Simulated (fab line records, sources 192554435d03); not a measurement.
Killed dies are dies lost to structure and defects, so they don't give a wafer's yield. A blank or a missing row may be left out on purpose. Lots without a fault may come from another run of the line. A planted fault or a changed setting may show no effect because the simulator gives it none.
fab line records | flow n5_finfet
record lots=5 wafers=15 last_day=19
route steps=1938 shown SD_EPI_N@278 SD_EPI_P@295
lots that met no fault: from a run of the same line without faults
start_h: hours from the record's first day to the start of the lot's first wafer shown | wait_h: hours since the lot's step before | " the same as in the row above | L1.1+2: a row that stands for several wafers | - no value, or no start given | * or withheld: withheld | < > ~ a bound
route shown NAME@n: a module of which the file shows steps, and the number in the route of the first | usual: mean/standard deviation of fault-free wafers | same: alike in all rows | chamber/n: place in a boat | sites: the reading at each site | _std_site: their standard deviation | _edge_site: outer sites' mean less inner sites' | radius_mm: how far each site lies from the wafer's centre | mask NAME#n: copy n | behind: the tool/chamber that last shaped the wafer | hold: why the lot was held/for how many hours/how that ended | device: the transistor (n, p or np) that didn't switch | end of line: the same wafers' tests at the end of the route | a step without rows: its recipe alone | killed: dies lost to structure and defects at the first sort, not the wafer's yield | map: a wafer's dies, x killed, . not, _ none there
set.NAME: the setting as run; set.NAME@STEP: as run at that earlier step | model.NAME: the simulator's own value behind a step, which no gauge read
lots at some steps of the route; a table a step, a row a wafer
services: from which hour (start_h, from the record's first day; less than 0 if before it) a tool's chamber was out of use, for how many hours, and why
## steps
# step N5_SD_EPI_N_ETCH_45
# recipe chemistry=CH3F/O2 target=SiOCN target_depth_a=60 mask_material=SOC ion_energy_ev=60 bias_w=29 pressure_mtorr=15 source_w=410 Ar_flow_sccm=150 CH3F_flow_sccm=30 O2_flow_sccm=20
# usual drypump_motor_current_A=5.8/0.41 oes_product_au=0.79/0.1 rf_vpp_V=127.3/1.1 showerhead_plenum_p_Torr=1.98/0.087 throttle_valve_pct=23.51/0.22
# columns lot.wafer tool chamber start_h wait_h drypump_motor_current_A oes_product_au rf_hours_counter_h rf_vpp_V showerhead_plenum_p_Torr throttle_valve_pct
L074.2 rie_diel-04 0 49.18 0.1 6.2 0.70 248 124.5 1.89 23.96
L074.3 " 1 " " 6.0 0.70 217 126.4 1.96 23.24
L074.5 " 0 " " 6.2 0.70 - 127.3 1.89 23.98
L081.1 rie_diel-03 1 90.74 0.1 5.8 0.68 219 129.4 2.05 23.33
L081.3 " 0 " " 5.7 0.76 132 125.5 1.83 23.37
L081.6 " 2 " " 5.5 0.74 - 127.1 2.02 23.44
L082.3 rie_diel-04 3 98.68 0.1 6.4 0.71 202 126.5 1.97 23.75
L082.5 " 0 " " 6.1 0.95 - 128.3 2.14 23.72
L082.6 " 3 " " 6.4 0.71 - 126.8 1.97 23.74
L085.1 rie_diel-05 2 117.95 0.1 5.9 0.77 135 126.7 1.84 23.69
L085.3 " 0 " " 5.4 0.71 220 127.0 1.96 23.61
L085.4 " 3 " " 4.9 0.92 23 128.8 2.12 23.31
L097.1 rie_diel-05 3 187.68 0.1 4.9 0.86 45 127.8 2.12 23.35
L097.2 " 2 " " 5.8 0.75 159 126.9 1.83 23.73
L097.6 " 1 " " 5.5 0.88 - 127.9 2.03 23.53
# step N5_SD_EPI_N_ETCH_16
# recipe chemistry=CHF3/O2 target=SiO2 target_depth_a=50 mask_material=SOC pressure_mtorr=30 source_w=650 bias_w=170 Ar_flow_sccm=200 CHF3_flow_sccm=50 O2_flow_sccm=5 ion_energy_ev=200
# usual drypump_motor_current_A=5.8/0.41 oes_product_au=0.79/0.1 rf_vpp_V=527/5.7 showerhead_plenum_p_Torr=2.39/0.1 throttle_valve_pct=19.07/0.21
# columns lot.wafer tool chamber start_h wait_h drypump_motor_current_A oes_product_au rf_hours_counter_h rf_vpp_V showerhead_plenum_p_Torr throttle_valve_pct
L074.2 rie_diel-04 0 49.28 0.1 6.1 0.70 248 518 2.30 19.56
L074.3 " 1 " " 6.0 0.70 217 528 2.37 18.91
L074.5 " 0 " " 6.2 0.70 - 519 2.30 19.55
L081.1 rie_diel-03 1 90.84 0.1 5.8 0.67 219 513 2.48 18.89
L081.3 " 0 " " 5.7 0.76 132 538 2.23 19.01
L081.6 " 2 " " 5.6 0.74 - 520 2.44 18.96
L082.3 rie_diel-04 3 98.78 0.1 6.4 0.72 202 521 2.38 19.28
L082.5 " 0 " " 6.2 0.95 - 529 2.58 19.18
L082.6 " 3 " " 6.5 0.71 - 521 2.38 19.30
L085.1 rie_diel-05 2 118.05 0.1 5.8 0.79 135 532 2.23 19.20
L085.3 " 0 " " 5.4 0.72 220 521 2.37 19.10
L085.4 " 3 " " 4.9 0.93 23 521 2.56 18.79
L097.1 rie_diel-05 3 187.78 0.1 4.9 0.87 45 520 2.55 18.82
L097.2 " 2 " " 5.8 0.75 159 531 2.22 19.24
L097.6 " 1 " " 5.5 0.87 - 533 2.45 19.07
# step N5_SD_EPI_N_STRIP_47
# recipe chemistry=CHF3/O2 resist=SiARC rf_frequency_hz=6e+07
# columns lot.wafer tool chamber start_h wait_h
L074.2+3+5 rie_diel-04 0,1,0 49.32 0.0
L081.1+3+6 rie_diel-03 1,0,2 90.88 0.0
L082.3+5+6 rie_diel-04 3,0,3 98.82 0.0
L085.1+3+4 rie_diel-05 2,0,3 118.09 0.0
L097.1+2+6 rie_diel-05 3,2,1 187.82 0.0
# step N5_SD_EPI_N_SD_RECESS_17
# recipe chemistry=HBr/Cl2/O2 target_depth_a=410 mask_material=SOC time_s=23.7 bt_time_s=3 pressure_mtorr=10 icp_w=800 bias_w=112 HBr_flow_sccm=150 Cl2_flow_sccm=80 O2_flow_sccm=12
# usual drypump_motor_current_A=5.66/0.25 oes_product_au=1.000/0.016 throttle_valve_pct=37.1/0.37
# columns lot.wafer tool chamber start_h wait_h drypump_motor_current_A oes_product_au rf_hours_counter_h throttle_valve_pct
L074.2 rie_si-05 2 49.35 0.0 5.93 1.017 175 36.9
L074.3 " 0 " " 5.57 1.004 116 37.3
L074.5 " 2 " " 5.96 1.021 - 37.0
L081.1 rie_si-05 1 90.91 0.0 5.66 0.989 5 36.6
L081.3 " 0 " " 5.58 0.994 117 37.3
L081.6 " 1 " " 5.67 0.992 - 36.7
L082.3 rie_si-05 3 98.85 0.0 5.78 0.998 69 37.3
L082.5 " 2 " " 5.92 1.011 - 36.9
L082.6 " 1 " " 5.67 0.995 - 36.6
L085.1 rie_si-03 2 118.12 0.0 6.14 1.020 111 37.3
L085.3 " 3 " " 5.74 1.026 0 37.3
L085.4 " 1 " " 5.60 0.982 132 37.3
L097.1 rie_si-06 3 187.85 0.0 5.72 0.985 90 37.3
L097.2 " 2 " " 5.06 1.018 65 36.7
L097.6 " 1 " " 5.47 0.986 - 38.1
# step N5_SD_EPI_N_STRIP_38
# recipe chemistry=N2/H2 power_w=1000 temp_c=250 h2_frac=0.65 overash_fraction=0.3 pressure_mtorr=withheld n2_flow_sccm=1750 h2_flow_sccm=3250
# usual drypump_motor_current_A=5.9/0.31 heater_power_w=337/33 oes_product_au=0.762/0.01
# columns lot.wafer tool chamber start_h wait_h drypump_motor_current_A heater_power_w oes_product_au rf_hours_counter_h
L074.2 plasma_asher-02 0 49.44 0.1 6.1 379 0.770 32
L074.3 " 0 " " 6.1 387 0.774 -
L074.5 " 1 " " 6.0 305 0.751 -
L081.1 plasma_asher-01 1 91.01 0.1 6.3 352 0.763 90
L081.3 " 0 " " 5.5 295 0.779 -
L081.6 " 1 " " 6.3 344 0.769 -
L082.3 plasma_asher-01 1 98.97 0.1 6.3 345 0.748 -
L082.5 " 0 " " 5.4 312 0.756 -
L082.6 " 1 " " 6.3 353 0.773 -
L085.1 plasma_asher-01 1 118.22 0.1 6.3 350 0.775 94
L085.3 " 0 " " 5.4 304 0.761 -
L085.4 " 1 " " 6.3 352 0.753 -
L097.1 plasma_asher-02 0 187.95 0.1 6.0 388 0.779 62
L097.2 " 1 " " 6.0 307 0.761 62
L097.6 " 0 " " 6.0 391 0.773 -
# step N5_SD_EPI_N_WET_ETCH_43
# recipe chemistry=dHF dilution=withheld time_s=14 target=SiO2 target_depth_a=15 temp_c=25
# columns lot.wafer tool chamber start_h wait_h
L074.2+3+5 wet_bench-03 2,3,4 49.53 -
L081.1+3+6 wet_bench-06 5,0,4 91.09 -
L082.3+5+6 wet_bench-06 0,7,3 99.04 -
L085.1+3+4 wet_bench-03 4,6,3 118.31 -
L097.1+2+6 wet_bench-06 3,2,4 188.04 -
# step N5_SD_EPI_N_STRIP_18
# recipe chemistry=SPM time_s=750 temp_c=130 h2so4_h2o2_vol_ratio=4
# columns lot.wafer tool chamber start_h wait_h
L074.2+3+5 wet_bench-03 2,3,4 49.54 0.0
L081.1+3+6 wet_bench-06 5,0,4 91.10 0.0
L082.3+5+6 wet_bench-06 0,7,3 99.04 0.0
L085.1+3+4 wet_bench-03 4,6,3 118.31 0.0
L097.1+2+6 wet_bench-06 3,2,4 188.04 0.0
# step N5_SD_EPI_N_SRD_20
# recipe dry=ipa_marangoni do_ppb=5 time_s=30 temp_c=23 rinse_liquid=diw
# columns lot.wafer tool chamber start_h wait_h
L074.2+3+5 wet_bench-03 2,3,4 49.74 0.0
L081.1+3+6 wet_bench-06 5,0,4 91.31 0.0
L082.3+5+6 wet_bench-06 0,7,3 99.25 0.0
L085.1+3+4 wet_bench-03 4,6,3 118.52 0.0
L097.1+2+6 wet_bench-06 3,2,4 188.25 0.0
# step N5_SD_EPI_N_PRECLEAN_48
# recipe chemistry=NF3:NH3 afs_cycles=2 temp_c=30 time_s=20 sublimation_temp_c=180 sublimation_time_s=60 pressure_torr=3 rf_power_w=30
# usual chamber_pressure_Torr=3.000/0.0062
# columns lot.wafer tool chamber start_h wait_h chamber_pressure_Torr
L074.2 epi_rpcvd-04 0 49.85 0.1 2.985
L074.3 " 0 " " 3.005
L074.5 " 0 " " 3.002
L081.1 epi_rpcvd-02 0 91.36 0.0 3.001
L081.3 " 0 " " 3.012
L081.6 " 0 " " 3.013
L082.3 epi_rpcvd-02 0 99.42 0.2 2.998
L082.5 " 0 " " 2.996
L082.6 " 0 " " 3.002
L085.1 epi_rpcvd-04 0 118.57 0.0 3.008
L085.3 " 0 " " 3.007
L085.4 " 0 " " 3.001
L097.1 epi_rpcvd-02 0 188.30 0.0 2.999
L097.2 " 0 " " 2.997
L097.6 " 0 " " 3.006
# step N5_SD_EPI_N_VAPOR_ETCH_50
# recipe chemistry=HCl target=Si temp_c=775 time_s=54 pressure_torr=20 mode=isotropic
# usual chamber_pressure_Torr=19.99/0.041 throttle_valve_pct=11.79/0.17
# columns lot.wafer tool chamber start_h wait_h chamber_pressure_Torr throttle_valve_pct
L074.2 epi_rpcvd-04 0 50.18 0.3 19.99 12.13
L074.3 " 0 " " 19.93 11.89
L074.5 " 0 " " 19.97 11.77
L081.1 epi_rpcvd-02 0 91.72 0.3 19.97 11.95
L081.3 " 0 " " 19.97 11.63
L081.6 " 0 " " 20.02 11.45
L082.3 epi_rpcvd-02 0 99.72 0.2 19.96 11.49
L082.5 " 0 " " 19.99 11.99
L082.6 " 0 " " 19.98 11.90
L085.1 epi_rpcvd-04 0 118.93 0.3 19.98 11.90
L085.3 " 0 " " 20.00 11.99
L085.4 " 0 " " 20.00 11.72
L097.1 epi_rpcvd-02 0 188.66 0.3 20.02 11.71
L097.2 " 0 " " 19.98 11.77
L097.6 " 0 " " 19.95 11.68
# step N5_SD_EPI_N_EPI_21
# recipe material=Si:P dopant=P temp_c=680 pressure_torr=255 time_s=690
# usual chamber_pressure_Torr=254.9/0.48
# columns lot.wafer tool chamber start_h wait_h chamber_pressure_Torr
L074.2 epi_rpcvd-04 0 50.61 0.4 254.7
L074.3 " 0 " " 255.0
L074.5 " 0 " " 255.0
L081.1 epi_rpcvd-02 0 91.90 0.1 255.5
L081.3 " 0 " " 255.7
L081.6 " 0 " " 255.5
L082.3 epi_rpcvd-02 0 100.40 0.7 254.6
L082.5 " 0 " " 256.1
L082.6 " 0 " " 256.4
L085.1 epi_rpcvd-04 0 119.11 0.1 255.0
L085.3 " 0 " " 254.8
L085.4 " 0 " " 255.1
L097.1 epi_rpcvd-02 0 188.84 0.1 254.8
L097.2 " 0 " " 254.6
L097.6 " 0 190.24 1.4 255.0
# step N5_SD_EPI_N_EPI_MEAS_23
# recipe mode=xrd
# usual thk_nm=59.2/1.2
# columns lot.wafer tool chamber start_h wait_h thk_nm
L074.2 film_metro-02 - 52.05 1.2 59.9
L074.3 " - " " 60.7
L074.5 " - " " 58.8
L081.1 film_metro-02 - 93.63 1.5 59.9
L081.3 " - " " 59.7
L081.6 " - " " 59.8
L082.3 film_metro-01 - 101.56 0.9 57.4
L082.5 " - " " 58.3
L082.6 " - " " 59.2
L085.1 film_metro-02 - 120.83 1.4 58.6
L085.3 " - " " 57.8
L085.4 " - " " 59.5
L097.1 film_metro-01 - 190.55 1.4 59.3
L097.2 " - " " 60.2
L097.6 " - " " 57.8
# step N5_SD_EPI_N_PRECLEAN_24
# recipe chemistry=O3/DIW time_s=60 temp_c=22 o3_ppm=10
# columns lot.wafer tool chamber start_h wait_h
L074.2+3+5 wet_bench-03 0,6,7 52.09 0.0
L081.1+3+6 wet_bench-03 0,6,2 93.67 0.0
L082.3+5+6 wet_bench-02 1,4,0 101.60 0.0
L085.1+3+4 wet_bench-06 7,6,1 120.86 0.0
L097.1+2+6 wet_bench-03 4,5,0 190.59 0.0
# step N5_SD_EPI_N_SRD_25
# recipe time_s=30 temp_c=23 rinse_liquid=diw dry=ipa_marangoni
# columns lot.wafer tool chamber start_h wait_h
L074.2+3+5 wet_bench-03 0,6,7 52.10 0.0
L081.1+3+6 wet_bench-03 0,6,2 93.69 0.0
L082.3+5+6 wet_bench-02 1,4,0 101.61 0.0
L085.1+3+4 wet_bench-06 7,6,1 120.88 0.0
L097.1+2+6 wet_bench-03 4,5,0 190.61 0.0
# step N5_SD_EPI_N_PRECLEAN_49
# recipe chemistry=NF3:NH3 afs_cycles=1 temp_c=30 time_s=20 sublimation_temp_c=180 sublimation_time_s=60 pressure_torr=3 rf_power_w=30
# columns lot.wafer tool chamber start_h wait_h
L074.2+3+5 remote_plasma-02 1 52.18 0.1
L081.1+3+6 remote_plasma-02 0 93.73 0.0
L082.3+5+6 remote_plasma-01 1 101.73 0.1
L085.1+3+4 remote_plasma-02 0 120.93 0.0
L097.1+2+6 remote_plasma-02 1 190.66 0.0
# step N5_SD_EPI_N_LINER_46
# recipe material=SiNx target_thk_a=30 temp_c=400 ald_precursor_family=SiH2I2 ald_co_reactant=N2/H2-plasma pressure_torr=2
# usual chamber_pressure_Torr=2.001/0.0043 heater_power_w=864/65
# columns lot.wafer tool chamber start_h wait_h chamber_pressure_Torr heater_power_w
L074.2 ald_sin-02 1 52.35 0.1 2.001 890
L074.3 " 2 " " 2.000 830
L074.5 " 3 " " 2.003 843
L081.1 ald_sin-02 0 94.04 0.3 2.001 787
L081.3 " 3 " " 1.996 821
L081.6 " 0 " " 2.003 783
L082.3 ald_sin-02 3 101.87 0.1 1.999 829
L082.5 " 2 " " 2.001 856
L082.6 " 3 " " 1.998 849
L085.1 ald_sin-01 2 121.16 0.2 2.002 798
L085.3 " 0 " " 2.000 757
L085.4 " 1 " " 2.001 858
L097.1 ald_sin-01 0 190.88 0.2 2.006 776
L097.2 " 1 " " 2.009 883
L097.6 " 0 " " 1.997 776
# step N5_SD_EPI_N_INSPECT_26
# recipe inspect_instrument=darkfield mode=post_epi
# usual raw_defect_count=217/40
# columns lot.wafer tool chamber start_h wait_h raw_defect_count
L074.2 defect_inspect-01 - 52.60 0.1 196
L074.3 " - " " 276
L074.5 " - " " 176
L081.1 defect_inspect-01 - 94.29 0.1 214
L081.3 " - " " 180
L081.6 " - " " 122
L082.3 defect_inspect-01 - 102.12 0.1 250
L082.5 " - " " 273
L082.6 " - " " 238
L085.1 defect_inspect-01 - 121.41 0.1 136
L085.3 " - " " 169
L085.4 " - " " 199
L097.1 defect_inspect-01 - 191.13 0.1 263
L097.2 " - " " 228
L097.6 " - " " 323
# step N5_SD_EPI_P_COAT_34
# recipe resist=SOC temp_c=250 time_s=60 spin_rpm=1500 resist_thk_nm=350
# columns lot.wafer tool chamber start_h wait_h
L074.2+3+5 litho_track-05 0 52.63 0.0
L081.1+3+6 litho_track-05 0 94.32 0.0
L082.3+5+6 litho_track-01 0 102.15 0.0
L085.1+3+4 litho_track-04 0 121.44 0.0
L097.1+2+6 litho_track-05 0 191.16 0.0
# step N5_SD_EPI_P_COAT_35
# recipe resist=SiARC temp_c=220 time_s=60 spin_rpm=1500 resist_thk_nm=35
# columns lot.wafer tool chamber start_h wait_h
L074.2+3+5 litho_track-05 0 - -
L081.1+3+6 litho_track-05 0 - -
L082.3+5+6 litho_track-01 0 - -
L085.1+3+4 litho_track-04 0 - -
L097.1+2+6 litho_track-05 0 - -
# step N5_SD_EPI_P_COAT_03
# recipe resist=CAR-ArF-block spin_rpm=1500 resist_thk_nm=150
# columns lot.wafer tool chamber start_h wait_h
L074.2+3+5 litho_track-05 0 - -
L081.1+3+6 litho_track-05 0 - -
L082.3+5+6 litho_track-01 0 - -
L085.1+3+4 litho_track-04 0 - -
L097.1+2+6 litho_track-05 0 - -
# step N5_SD_EPI_P_EBR_05
# recipe solvent=PGMEA ebr_width_mm=1.5
# columns lot.wafer tool chamber start_h wait_h
L074.2+3+5 litho_track-05 0 - -
L081.1+3+6 litho_track-05 0 - -
L082.3+5+6 litho_track-01 0 - -
L085.1+3+4 litho_track-04 0 - -
L097.1+2+6 litho_track-05 0 - -
# step N5_SD_EPI_P_SOFTBAKE_04
# recipe temp_c=110 time_s=60 resist=CAR-ArF-block
# columns lot.wafer tool chamber start_h wait_h
L074.2+3+5 litho_track-05 0 - -
L081.1+3+6 litho_track-05 0 - -
L082.3+5+6 litho_track-01 0 - -
L085.1+3+4 litho_track-04 0 - -
L097.1+2+6 litho_track-05 0 - -
# step N5_SD_EPI_P_EXPOSE_06
# recipe mask_id=SD_P_BLK na=1.35 source_shape=conventional sigma_outer=0.8 polarization=unpolarized target_cd_nm=240 dose_mj=39.5
# columns lot.wafer tool chamber start_h wait_h mask
L074.2+3+5 arfi_scanner-03 0 52.76 - SD_P_BLK#0
L081.1+3+6 arfi_scanner-01 0 94.57 - SD_P_BLK#0
L082.3+5+6 arfi_scanner-03 0 102.40 - SD_P_BLK#0
L085.1+3+4 arfi_scanner-02 0 121.56 - SD_P_BLK#0
L097.1+2+6 arfi_scanner-01 0 191.41 - SD_P_BLK#0
# step N5_SD_EPI_P_PEB_07
# recipe peb_temp_c=110 peb_time_s=60 resist=CAR-ArF-block
# columns lot.wafer tool chamber start_h wait_h
L074.2+3+5 litho_track-04 0 52.81 0.0
L081.1+3+6 litho_track-01 0 94.62 0.1
L082.3+5+6 litho_track-01 0 102.45 0.0
L085.1+3+4 litho_track-04 0 121.61 0.1
L097.1+2+6 litho_track-01 0 191.46 0.1
# step N5_SD_EPI_P_DEVELOP_08
# recipe develop_time_s=30 developer=TMAH resist=CAR-ArF-block dev_temp_c=23 rinse_liquid=diw dry=air_spin
# columns lot.wafer tool chamber start_h wait_h
L074.2+3+5 litho_track-04 0 - -
L081.1+3+6 litho_track-01 0 - -
L082.3+5+6 litho_track-01 0 - -
L085.1+3+4 litho_track-04 0 - -
L097.1+2+6 litho_track-01 0 - -
# step N5_SD_EPI_P_CD_MEAS_09
# recipe target_cd_nm=240 landing_energy_ev=500 detector=se_inlens
# usual cd_nm=240.0/0.74
# columns lot.wafer tool chamber start_h wait_h cd_nm
L074.2 cd_sem-02 0 52.88 - 238.6
L074.3 " 0 " " 239.6
L074.5 " 0 " " 240.1
L081.1 cd_sem-03 0 94.69 - 240.7
L081.3 " 0 " " 239.8
L081.6 " 0 " " 239.3
L082.3 cd_sem-03 0 102.52 - 240.1
L082.5 " 0 " " 238.8
L082.6 " 0 " " 239.6
L085.1 cd_sem-03 0 121.68 - 240.4
L085.3 " 0 " " 240.3
L085.4 " 0 " " 240.6
L097.1 cd_sem-02 0 191.53 - 238.8
L097.2 " 0 " " 238.9
L097.6 " 0 " " 239.3
# step N5_SD_EPI_P_OVL_MEAS_10
# recipe points_per_wafer=44
# usual SD_P_BLK_OVL=0.1/0.88
# columns lot.wafer tool chamber start_h wait_h SD_P_BLK_OVL[nm]
L074.2 overlay-02 0 52.91 0.0 0.3
L074.3 " 0 " " 0.7
L074.5 " 0 " " 2.0
L081.1 overlay-01 0 94.72 0.0 2.0
L081.3 " 0 " " 1.6
L081.6 " 0 " " 1.4
L082.3 overlay-01 0 102.55 0.0 0.8
L082.5 " 0 " " 0.6
L082.6 " 0 " " 0.3
L085.1 overlay-01 0 121.71 0.0 -0.7
L085.3 " 0 " " -1.2
L085.4 " 0 " " -0.3
L097.1 overlay-02 0 191.56 0.0 1.1
L097.2 " 0 " " 1.6
L097.6 " 0 " " 1.5
# step N5_SD_EPI_P_INSPECT_11
# recipe mode=adi inspect_instrument=macro
# usual raw_defect_count=2.2/1.5
# columns lot.wafer tool chamber start_h wait_h raw_defect_count
L074.2 defect_inspect-02 - 52.93 0.0 4
L074.3 " - " " 2
L074.5 " - " " 2
L081.1 defect_inspect-02 - 94.74 0.0 5
L081.3 " - " " 4
L081.6 " - " " 4
L082.3 defect_inspect-01 - 102.57 0.0 2
L082.5 " - " " 6
L082.6 " - " " 2
L085.1 defect_inspect-01 - 121.74 0.0 3
L085.3 " - " " 3
L085.4 " - " " 0
L097.1 defect_inspect-01 - 191.58 0.0 2
L097.2 " - " " 2
L097.6 " - " " 0
# step N5_SD_EPI_P_DESCUM_14
# recipe chemistry=O2 time_s=7.9 source_power_w=50 bias_power_w=20 pressure_mtorr=20 rf_frequency_hz=2.712e+07 temp_c=40 resist=CAR-ArF-block o2_flow_sccm=225
# usual drypump_motor_current_A=5.81/0.27 oes_product_au=0.80/0.1 rf_vpp_V=243.4/1.2 showerhead_plenum_p_Torr=2.11/0.053 throttle_valve_pct=20.5/0.34
# columns lot.wafer tool chamber start_h wait_h drypump_motor_current_A oes_product_au rf_hours_counter_h rf_vpp_V showerhead_plenum_p_Torr throttle_valve_pct
L074.2 rie_diel-01 1 53.38 0.4 6.24 0.78 140 244.2 2.20 21.0
L074.3 " 3 " " 5.56 0.75 146 243.3 2.11 20.2
L074.5 " 2 " " 5.61 0.67 - 242.9 2.07 20.8
L081.1 rie_diel-02 1 94.78 0.0 6.34 0.77 138 243.7 2.17 20.2
L081.3 " 2 " " 5.46 0.74 164 243.7 2.17 20.5
L081.6 " 0 " " 5.87 0.73 - 242.2 2.02 20.6
L082.3 rie_diel-01 2 102.60 0.0 5.62 0.98 10 242.0 2.07 20.5
L082.5 " 2 " " 5.63 0.98 - 242.6 2.07 20.5
L082.6 " 3 " " 5.56 0.74 - 242.7 2.10 20.3
L085.1 rie_diel-02 0 121.77 0.0 5.82 0.73 158 240.4 2.01 20.6
L085.3 " 2 " " 5.44 0.72 172 243.1 2.17 20.5
L085.4 " 3 " " 5.78 0.71 217 244.5 2.14 20.6
L097.1 rie_diel-01 2 191.62 0.0 5.61 0.92 36 242.4 2.06 20.5
L097.2 " 1 " " 6.25 0.74 183 245.5 2.19 21.1
L097.6 " 2 " " 5.61 0.91 - 242.6 2.06 20.5
# step N5_SD_EPI_P_ETCH_36
# recipe chemistry=CF4 target=SiARC target_depth_a=455 mask_material=CAR-ArF-block time_s=75.8 ion_energy_ev=80 pressure_mtorr=40 source_w=545 bias_w=36 Ar_flow_sccm=100 cf4_flow_sccm=100 ends=cleared
# usual drypump_motor_current_A=5.81/0.27 etch_rf_on_time_s=75.2/1.7 oes_product_au=0.68/0.086 rf_vpp_V=184.4/1 showerhead_plenum_p_Torr=2.16/0.06 throttle_valve_pct=15.61/0.28
# columns lot.wafer tool chamber start_h wait_h drypump_motor_current_A etch_rf_on_time_s oes_product_au rf_hours_counter_h rf_vpp_V showerhead_plenum_p_Torr throttle_valve_pct
L074.2 rie_diel-01 1 53.41 0.0 6.24 76.6 0.65 140 185.2 2.23 15.98
L074.3 " 3 " " 5.57 77.1 0.64 146 183.8 2.14 15.38
L074.5 " 2 " " 5.60 78.1 0.56 - 184.2 2.10 15.84
L081.1 rie_diel-02 1 94.81 0.0 6.33 73.3 0.65 138 185.9 2.24 15.58
L081.3 " 2 " " 5.45 77.4 0.62 164 185.4 2.23 15.83
L081.6 " 0 " " 5.84 77.7 0.63 - 182.5 2.04 15.61
L082.3 rie_diel-01 2 102.64 0.0 5.61 74.1 0.84 10 182.1 2.09 15.36
L082.5 " 2 " " 5.60 74.6 0.83 - 184.3 2.09 15.35
L082.6 " 3 " " 5.56 76.5 0.62 - 184.6 2.13 15.41
L085.1 rie_diel-02 0 121.81 0.0 5.86 76.3 0.62 158 184.3 2.04 15.62
L085.3 " 2 " " 5.47 76.4 0.62 172 183.8 2.23 15.83
L085.4 " 3 " " 5.87 71.4 0.62 217 184.9 2.20 15.86
L097.1 rie_diel-01 2 191.65 0.0 5.61 74.0 0.78 36 184.5 2.08 15.41
L097.2 " 1 " " 6.24 76.3 0.63 183 184.9 2.22 16.08
L097.6 " 2 " " 5.63 74.7 0.78 - 182.2 2.08 15.41
# step N5_SD_EPI_P_ETCH_37
# recipe chemistry=N2/H2 target=SOC overetch_a=1080 mask_material=SiARC temp_c=40 ion_energy_ev=100 source_w=3000 bias_w=133 pressure_mtorr=20 time_s=486 n2_flow_sccm=200 h2_flow_sccm=200 ends=end_point
# usual drypump_motor_current_A=5.81/0.27 oes_product_au=0.71/0.086 rf_vpp_V=241.0/1.2 showerhead_plenum_p_Torr=2.56/0.073 throttle_valve_pct=23.8/0.41
# columns lot.wafer tool chamber start_h wait_h drypump_motor_current_A oes_product_au rf_hours_counter_h rf_vpp_V showerhead_plenum_p_Torr throttle_valve_pct
L074.2 rie_diel-01 1 53.47 0.0 6.22 0.69 140 243.2 2.65 24.3
L074.3 " 3 " " 5.56 0.67 146 241.1 2.53 23.5
L074.5 " 2 " " 5.63 0.60 - 239.4 2.49 24.0
L081.1 rie_diel-02 1 94.87 0.0 6.33 0.67 138 242.1 2.65 23.7
L081.3 " 2 " " 5.46 0.67 164 240.0 2.67 24.2
L081.6 " 0 " " 5.85 0.66 - 240.1 2.43 23.8
L082.3 rie_diel-01 2 102.69 0.0 5.61 0.87 10 240.0 2.49 23.7
L082.5 " 2 " " 5.62 0.85 - 239.1 2.49 23.7
L082.6 " 3 " " 5.55 0.65 - 241.1 2.52 23.5
L085.1 rie_diel-02 0 121.86 0.0 5.82 0.65 158 238.4 2.42 23.8
L085.3 " 2 " " 5.47 0.66 172 242.1 2.66 24.2
L085.4 " 3 " " 5.82 0.62 217 241.4 2.63 24.0
L097.1 rie_diel-01 2 191.71 0.0 5.62 0.81 36 239.8 2.48 23.8
L097.2 " 1 " " 6.19 0.66 183 242.6 2.63 24.4
L097.6 " 2 " " 5.63 0.81 - 241.2 2.48 23.8
# step N5_SD_EPI_P_STRIP_38
# recipe chemistry=N2/H2 temp_c=40 n2_flow_sccm=200 h2_flow_sccm=200 rf_frequency_hz=6e+07
# columns lot.wafer tool chamber start_h wait_h
L074.2+3+5 rie_diel-01 1,3,2 53.78 0.2
L081.1+3+6 rie_diel-02 1,2,0 95.18 0.2
L082.3+5+6 rie_diel-01 2,2,3 103.01 0.2
L085.1+3+4 rie_diel-02 0,2,3 122.18 0.2
L097.1+2+6 rie_diel-01 2,1,2 192.02 0.2
# step N5_SD_EPI_P_ETCHBACK_46
# recipe chemistry=CH3F/O2 mode=anisotropic_etchback target=SiNx target_depth_a=175 stop_on=SiO2 over_etch_frac=0.3 ion_energy_ev=120 pressure_mtorr=30 source_w=395 bias_w=73 Ar_flow_sccm=150 CH3F_flow_sccm=30 O2_flow_sccm=20
# usual drypump_motor_current_A=5.80/0.27 oes_product_au=0.68/0.081 rf_vpp_V=297/4.4 showerhead_plenum_p_Torr=2.02/0.058 throttle_valve_pct=16.37/0.28
# columns lot.wafer tool chamber start_h wait_h drypump_motor_current_A oes_product_au rf_hours_counter_h rf_vpp_V showerhead_plenum_p_Torr throttle_valve_pct
L074.2 rie_diel-01 1 53.79 0.0 6.18 0.66 141 297 2.09 16.75
L074.3 " 3 " " 5.56 0.64 146 296 2.01 16.16
L074.5 " 2 " " 5.58 0.58 - 302 1.96 16.63
L081.1 rie_diel-02 1 95.19 0.0 6.32 0.64 138 306 2.10 16.32
L081.3 " 2 " " 5.45 0.63 164 297 2.09 16.60
L081.6 " 0 " " 5.83 0.63 - 297 1.91 16.37
L082.3 rie_diel-01 2 103.02 0.0 5.61 0.83 10 303 1.96 16.15
L082.5 " 2 " " 5.61 0.81 - 302 1.96 16.16
L082.6 " 3 " " 5.57 0.62 - 295 2.00 16.20
L085.1 rie_diel-02 0 122.19 0.0 5.84 0.63 158 299 1.90 16.40
L085.3 " 2 " " 5.45 0.62 172 297 2.09 16.62
L085.4 " 3 " " 5.77 0.60 217 304 2.06 16.64
L097.1 rie_diel-01 2 192.03 0.0 5.61 0.77 37 301 1.95 16.20
L097.2 " 1 " " 6.25 0.63 183 296 2.08 16.84
L097.6 " 2 " " 5.61 0.77 - 301 1.95 16.20
## services
# columns tool chamber start_h hours kind
arfi_scanner-03 - 38.37 0.8 pm
plasma_asher-02 - 51.57 0.5 repair
rie_si-05 0 53.87 3.9 repair
ald_sin-02 1 65.88 6.1 repair
rie_diel-02 - 66.97 0.4 repair
rie_diel-01 1 80.56 2.8 repair
rie_si-05 0 105.60 3.3 repair
rie_diel-01 1 108.62 3.8 repair
rie_diel-04 2 111.08 2.3 repair
rie_diel-04 0 114.22 9.2 repair
rie_diel-05 1 122.72 2.8 repair
rie_diel-04 0 124.38 7.7 repair
remote_plasma-02 - 124.44 0.7 repair
rie_diel-03 0 133.02 5.2 repair
rie_diel-02 - 137.37 2.8 pm
rie_diel-02 3 140.90 6.3 repair
rie_diel-04 3 151.07 9.0 repair
rie_diel-03 2 172.34 8.9 repair
rie_diel-02 - 174.85 0.5 repair
rie_diel-01 2 175.04 8.4 repair
rie_diel-02 1 176.31 7.1 repair
ald_sin-02 2 176.34 5.4 repair
rie_diel-02 0 177.64 1.8 repair
rie_si-05 3 187.05 5.4 repair
## key
fault none
